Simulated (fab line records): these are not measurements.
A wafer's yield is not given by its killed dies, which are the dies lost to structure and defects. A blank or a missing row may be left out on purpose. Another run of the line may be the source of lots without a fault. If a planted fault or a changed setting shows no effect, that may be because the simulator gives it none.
Lot-split experiment	flow n5_finfet	21 wafers read from 7 lots, route of 1938 steps

SPLIT DETAILS
At N5_BEOL_M11_ETCH_62 (etches SOC in N2/H2, target depth 110 nm, overetch 22 nm, time 165 s), the setting time_s was moved away from the recipe's 165 s on 5 of the 21 wafers read, by -6.2% to +22.4%. The other wafers ran this setting at the recipe's value.

The reading comes from the split's own step.

THE READING
SiARC_of_BEOL_M11_COAT_60.thk_nm (the simulator's own value, which no gauge read), in nm, at N5_BEOL_M11_ETCH_62 (etches SOC in N2/H2, target depth 110 nm, overetch 22 nm, time 165 s). The file gives no usual value for it. Here, 16 wafers ran the recipe; their average is 23.3 nm with a standard deviation of 0.099 nm.

wafer	tool, chamber at the split	time_s as run, s	against the recipe	SiARC_of_BEOL_M11_COAT_60.thk_nm, nm	against lot-mates on the recipe
L074.3	rie_diel-05, 0,3	165	recipe	23.4	-
L074.4	rie_diel-05, 0,3	165	recipe	23.4	-
L074.6	rie_diel-05, 0	154.7	-6.2%	23.8	+0.4
L076.2	rie_diel-06, 0	202	+22.4%	21.8	no lot-mate on the recipe
L076.3	rie_diel-06, 1,3	202	+22.4%	22	no lot-mate on the recipe
L076.6	rie_diel-06, 1,3	202	+22.4%	22	no lot-mate on the recipe
L077.2	rie_diel-06, 3	165	recipe	23.4	-
L077.3	rie_diel-06, 1,0	165	recipe	23.2	-
L077.4	rie_diel-06, 1,0	165	recipe	23.2	-
L078.1	rie_diel-02, 3	194	+17.6%	22.2	-1.0
L078.2	rie_diel-02, 0,2	165	recipe	23.2	-
L078.5	rie_diel-02, 0,2	165	recipe	23.2	-
L079.1	rie_diel-06, 3,0	165	recipe	23.4	-
L079.5	rie_diel-06, 3,0	165	recipe	23.4	-
L079.3	rie_diel-06, 1	165	recipe	23.2	-
L096.1	rie_diel-02, 0,2,1	165	recipe	23.4	-
L096.3	rie_diel-02, 0,2,1	165	recipe	23.4	-
L096.6	rie_diel-02, 0,2,1	165	recipe	23.4	-
L097.1	rie_diel-05, 0,2	165	recipe	23.2	-
L097.2	rie_diel-05, 0,2	165	recipe	23.2	-
L097.6	rie_diel-05, 2	165	recipe	23.4	-
If several chambers appear in one row, that row covers several wafers at once and the file leaves open which wafer was in which chamber.

THE FIT
A straight line over all 21 wafers: SiARC_of_BEOL_M11_COAT_60.thk_nm changes by -0.0624 nm for each +1% of time_s; r = -0.98; the points scatter about the line by 0.1 nm.
The same after taking each lot's own level away (the mean of its wafers on the recipe; 18 wafers): -0.0578 nm for each +1%; r = -0.97; scatter 0.071 nm.
On that fit, the largest move of time_s shifts the reading by 1.3 nm.
Measured against the standard deviation above, the lots' own levels, which go from 23.20 to 23.40 nm, span 2.0 times it.
So the lot-to-lot level changes the slope little: the two slopes agree.
Check: with one of the wafers moved furthest among these (+17.6%) left out of the fit, the line predicts -1.13 nm for it against its lot-mates. It came out at -1 nm against them.

OTHER SPLITS APPLIED TO THESE WAFERS
Note: prior to the reading, these wafers also went through further splits. Each is held against what the fit with the lots' levels taken away leaves over:
other split on the same wafers	wafers away from the commonest value	r with SiARC_of_BEOL_M11_COAT_60.thk_nm (lot level and that fit taken away)
N5_BEOL_M7_ALD_77 ald_cycles	7	+0.28
N5_BEOL_M8_COAT_22 spin_rpm	6	-0.10
N5_BEOL_M8_ETCH_65 cf4_flow_sccm	3	-0.12
N5_BEOL_M8_DEP_56 time_s	9	+0.16
N5_BEOL_M10_ETCH_62 time_s	7	-0.06
N5_BEOL_M10_EXPOSE_25 dose_mj	6	+0.09

THE FILE'S OWN FIT
SiARC_of_BEOL_M11_COAT_60.thk_nm changes by -0.0577 nm for each +1% of time_s, r = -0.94.
